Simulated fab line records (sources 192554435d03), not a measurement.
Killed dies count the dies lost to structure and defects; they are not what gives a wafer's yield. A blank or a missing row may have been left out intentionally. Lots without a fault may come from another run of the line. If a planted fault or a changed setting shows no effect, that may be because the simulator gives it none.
Which tool did it?	flow n5 finfet	21 wafers from 7 lots sampled at 6 of the route's 1938 steps

== WHAT THE GAUGES SHOWED, per wafer ==
N5_BEOL_M4_RC_MEAS_101. Usual: DIBL_N 36.0 mV/V, standard deviation 1.6; DIBL_P 36.1 mV/V, standard deviation 2; IOFF_N 0.160 nA/um, standard deviation 0.029; IOFF_P 0.21 nA/um, standard deviation 0.039; ION_N 675 uA/um, standard deviation 13; ION_P 464 uA/um, standard deviation 8.8; SS_N 71.5 mV/dec, standard deviation 0.58; SS_P 73.3 mV/dec, standard deviation 0.65; VT_N 250 mV, standard deviation 3.3; VT_P -249 mV, standard deviation 3.6.
lot	measured	on	DIBL_N (mV/V)	DIBL_P (mV/V)	IOFF_N (nA/um)	IOFF_P (nA/um)	ION_N (uA/um)	ION_P (uA/um)	SS_N (mV/dec)	SS_P (mV/dec)	VT_N (mV)	VT_P (mV)	flag
L313	day 9 12:30	prober-01	36.7 35.7 34.9	38.2 37.7 35.4	0.177 0.172 0.150	0.22 0.22 0.18	677 671 657	454 461 447	70.9 71.7 71.5	74.5 73.8 73.5	250 249 252	-250 -252 -254	
L326	day 13 09:56	prober-01	34.8 36.2 36.8	34.0 35.5 35.9	0.146 0.154 0.174	0.17 0.20 0.21	687 681 699	463 469 468	70.9 71.5 71.2	72.3 73.7 73.0	247 248 247	-252 -250 -250	
L328	day 13 06:37	prober-02	31.8 32.8 35.6	33.0 34.9 37.3	0.115 0.123 0.171	0.18 0.21 0.24	667 663 681	461 468 471	70.8 71.1 71.3	72.4 73.2 73.8	256 254 249	-250 -246 -247	
L329	day 13 15:26	prober-02	34.6 35.0 37.1	33.6 35.3 37.7	0.128 0.139 0.180	0.19 0.21 0.25	664 657 682	462 458 465	70.7 71.5 71.9	72.0 72.9 74.1	253 253 247	-247 -251 -247	
L330	day 13 14:01	prober-01	37.1 37.2 38.8	39.3 38.6 40.2	0.192 0.181 0.234	0.30 0.27 0.31	682 677 687	472 469 468	70.9 72.6 72.1	74.7 73.8 74.1	245 247 244	-242 -246 -242	

== WHAT TOOL EACH LOT RAN ON (gives the tool, then ch and the chambers of the sampled wafers, and finally the start) ==
lot	N5_DUMMY_GATE_STRIP_41	N5_DUMMY_GATE_ETCH_42	N5_SD_EPI_N_ETCH_35	N5_SD_EPI_N_ETCHBACK_44	N5_SD_EPI_N_ETCH_16
L313	rie diel-01 ch 0,1,2, day 4 12:08	rie diel-05 ch 0,1, day 4 12:35	rie diel-06 ch 0,1,2, day 4 13:59	rie diel-06 ch 0,1,2, day 4 14:19	rie diel-06 ch 0,1,2, day 4 14:31
L320	rie diel-01 ch 0,1,2, day 6 05:35	rie diel-05 ch 1,2,3, day 6 06:02	rie diel-06 ch 1,2,3, day 6 07:34	rie diel-06 ch 1,2,3, day 6 07:53	rie diel-06 ch 1,2,3, day 6 08:05
L321	rie diel-05 ch 1,2,3, day 6 12:25	rie diel-02 ch 1,2, day 6 12:52	rie diel-06 ch 0,1, day 6 14:17	rie diel-06 ch 0,1, day 6 14:37	rie diel-06 ch 0,1, day 6 14:49
L326	rie diel-02 ch 2,3, day 7 19:22	rie diel-02 ch 0,2, day 7 19:55	rie diel-03 ch 1,2,3, day 7 21:38	rie diel-03 ch 1,2,3, day 7 21:57	rie diel-03 ch 1,2,3, day 7 22:09
L328	rie diel-05 ch 2,3, day 8 05:22	rie diel-05 ch 0,3, day 8 05:49	rie diel-06 ch 1,3, day 8 07:12	rie diel-06 ch 1,3, day 8 07:32	rie diel-06 ch 1,3, day 8 07:44
L329	rie diel-05 ch 0,1, day 8 12:44	rie diel-01 ch 1,2,3, day 8 13:11	rie diel-03 ch 1,2,3, day 8 15:03	rie diel-03 ch 1,2,3, day 8 15:23	rie diel-03 ch 1,2,3, day 8 15:35
L330	rie diel-01 ch 0,2,3, day 8 20:28	rie diel-01 ch 0,2,3, day 8 20:55	rie diel-03 ch 0,3, day 8 22:53	rie diel-03 ch 0,3, day 8 23:12	rie diel-03 ch 0,3, day 8 23:24
- N5_DUMMY_GATE_STRIP_41: strips in O2.
- N5_DUMMY_GATE_ETCH_42: etches SiO2 in CHF3/O2, target depth 3.5 nm, time 31 s.
- N5_SD_EPI_N_ETCH_35: etches SOC in N2/H2, overetch 108 nm, time 486 s.
- N5_SD_EPI_N_ETCHBACK_44: etches SiNx in CH3F/O2, stops on SiO2, target depth 14.5 nm.
- N5_SD_EPI_N_ETCH_16: etches SiO2 in CHF3/O2, target depth 5 nm.

== WHAT THE TOOLS THEMSELVES READ (means of the sampled wafers that have a number; where no wafer has one, the mark that the record gives instead) ==
N5_DUMMY_GATE_STRIP_41. Usual: drypump motor current A 5.7 A, standard deviation 0.43; oes product au 0.77 a.u., standard deviation 0.066; rf vpp V 3.7 V, standard deviation 0.48; showerhead plenum p Torr 2.10 Torr, standard deviation 0.069; temp c 40.00 C, standard deviation 0.12; throttle valve pct 16.70 %, standard deviation 0.17.
lot	tool	drypump motor current A (A)	oes product au (a.u.)	rf vpp V (V)	showerhead plenum p Torr (Torr)	temp c (C)	throttle valve pct (%)	flag
L313	rie diel-01	6.2	0.84	3.2	2.11	39.97	16.69	
L320	rie diel-01	6.2	0.82	3.7	2.11	40.00	16.71	
L321	rie diel-05	5.6	0.73	3.5	2.12	39.95	16.82	
L326	rie diel-02	5.6	0.71	3.5	2.02	39.92	16.71	
L328	rie diel-05	5.6	0.72	4.2	2.17	39.92	16.76	
L329	rie diel-05	5.8	0.75	3.8	2.07	40.12	16.94	
L330	rie diel-01	5.7	0.74	3.6	2.06	39.99	16.85	

N5_DUMMY_GATE_ETCH_42. Usual: CHF3_flow_sccm 50.00 sccm, standard deviation 0.15; O2_flow_sccm 5.001 sccm, standard deviation 0.014; drypump motor current A 5.7 A, standard deviation 0.46; oes_ar_750_au 0.77 a.u., standard deviation 0.06; oes product au 0.77 a.u., standard deviation 0.068; rf vpp V 42.6 V, standard deviation 1.1; showerhead plenum p Torr 2.42 Torr, standard deviation 0.084; throttle valve pct 18.81 %, standard deviation 0.18.
lot	tool	CHF3_flow_sccm (sccm)	O2_flow_sccm (sccm)	drypump motor current A (A)	oes_ar_750_au (a.u.)	oes product au (a.u.)	rf vpp V (V)	showerhead plenum p Torr (Torr)	throttle valve pct (%)	flag
L313	rie diel-05	49.84	5.006	5.7	0.79	0.78	42.2	2.40	19.05	
L320	rie diel-05	49.88	5.009	5.6	0.73	0.73	42.5	2.44	18.98	
L321	rie diel-02	50.06	4.992	5.8	0.74	0.73	43.1	2.46	18.75	
L326	rie diel-02	49.80	5.004	5.2	0.74	0.73	42.9	2.40	18.65	
L328	rie diel-05	50.01	4.994	5.7	0.75	0.76	43.5	2.51	18.87	
L329	rie diel-01	50.20	5.009	5.8	0.77	0.77	42.6	2.41	18.80	
L330	rie diel-01	50.02	5.003	5.7	0.74	0.73	42.5	2.37	18.94	

N5_SD_EPI_N_ETCH_35. Usual: bias w 133.0 W, standard deviation 0.44; chamber pressure mTorr 20.001 mTorr, standard deviation 0.019; drypump motor current A 5.6 A, standard deviation 0.7; oes product au 0.73 a.u., standard deviation 0.085; rf vpp V 240.0 V, standard deviation 1.3; showerhead plenum p Torr 2.50 Torr, standard deviation 0.075; temp c 40.01 C, standard deviation 0.11; throttle valve pct 23.9 %, standard deviation 0.3.
lot	tool	bias w (W)	chamber pressure mTorr (mTorr)	drypump motor current A (A)	oes product au (a.u.)	rf vpp V (V)	showerhead plenum p Torr (Torr)	temp c (C)	throttle valve pct (%)	flag
L313	rie diel-06	133.1	20.013	5.1	0.74	240.2	2.47	40.00	24.0	
L320	rie diel-06	-	-	-	-	-	-	-	-	OFF
L321	rie diel-06	-	-	-	-	-	-	-	-	OFF
L326	rie diel-03	133.0	19.994	6.0	0.75	240.0	2.54	40.07	23.8	
L328	rie diel-06	133.3	20.012	6.0	0.82	239.5	2.48	39.97	23.8	
L329	rie diel-03	133.3	20.007	6.0	0.74	241.2	2.54	40.06	23.8	
L330	rie diel-03	132.5	19.987	5.5	0.78	241.1	2.62	39.90	23.7	

N5_SD_EPI_N_ETCHBACK_44. Usual: drypump motor current A 5.6 A, standard deviation 0.71; oes_ar_750_au 0.82 a.u., standard deviation 0.092; oes product au 0.70 a.u., standard deviation 0.082; rf vpp V 296 V, standard deviation 6; showerhead plenum p Torr 1.97 Torr, standard deviation 0.065; throttle valve pct 16.35 %, standard deviation 0.25.
lot	tool	drypump motor current A (A)	oes_ar_750_au (a.u.)	oes product au (a.u.)	rf vpp V (V)	showerhead plenum p Torr (Torr)	throttle valve pct (%)	flag
L313	rie diel-06	5.1	0.83	0.71	297	1.94	16.36	
L320	rie diel-06	5.7	0.75	0.29	294	1.94	16.46	OFF
L321	rie diel-06	5.0	0.84	0.31	300	1.95	16.25	OFF
L326	rie diel-03	6.0	0.83	0.71	300	2.00	16.21	
L328	rie diel-06	6.1	0.90	0.78	295	1.94	16.25	
L329	rie diel-03	6.0	0.82	0.70	299	1.99	16.21	
L330	rie diel-03	5.5	0.88	0.75	298	2.08	16.37	

N5_SD_EPI_N_ETCH_16. Usual: CHF3_flow_sccm 50.00 sccm, standard deviation 0.14; O2_flow_sccm 5.002 sccm, standard deviation 0.015; drypump motor current A 5.6 A, standard deviation 0.71; oes_ar_750_au 0.82 a.u., standard deviation 0.094; oes product au 0.82 a.u., standard deviation 0.1; rf vpp V 522 V, standard deviation 11; showerhead plenum p Torr 2.37 Torr, standard deviation 0.076; throttle valve pct 18.92 %, standard deviation 0.25.
lot	tool	CHF3_flow_sccm (sccm)	O2_flow_sccm (sccm)	drypump motor current A (A)	oes_ar_750_au (a.u.)	oes product au (a.u.)	rf vpp V (V)	showerhead plenum p Torr (Torr)	throttle valve pct (%)	flag
L313	rie diel-06	49.93	4.995	5.1	0.82	0.83	526	2.34	18.95	
L320	rie diel-06	49.88	5.012	5.6	0.75	0.75	520	2.33	19.06	
L321	rie diel-06	49.92	4.979	5.0	0.84	0.85	530	2.35	18.89	
L326	rie diel-03	50.02	4.994	5.9	0.83	0.84	526	2.41	18.76	
L328	rie diel-06	49.88	5.008	6.1	0.90	0.91	521	2.35	18.86	
L329	rie diel-03	50.01	5.008	6.0	0.82	0.83	527	2.41	18.77	
L330	rie diel-03	50.03	4.993	5.5	0.87	0.89	525	2.50	18.93	

== THE ANSWER, worked out from the rows above alone ==
Rule: a lot counts as off when the mean over its wafers that have a number is more than 3 standard deviations away from the usual mean. Also off: a lot with no number at a reading for which 4 or more lots have one. All remaining lots with rows at the step are treated as sound. The gauges are gone through in route order, then the tools' own readings, and for those a lot's mean is taken as printed above. At the first step where some lot is off, the reading lying furthest off is the one used; lots without a number count as furthest.
Off: L320, L321, at N5_SD_EPI_N_ETCH_35 (bias w). Without a number there: L320, L321.
A tool fits if, at that step or a process step before it, it ran every lot that is off, and no sound lot after the first of them. No candidate that was tried fits.

== WHAT THE SIMULATOR HAD PUT IN ==
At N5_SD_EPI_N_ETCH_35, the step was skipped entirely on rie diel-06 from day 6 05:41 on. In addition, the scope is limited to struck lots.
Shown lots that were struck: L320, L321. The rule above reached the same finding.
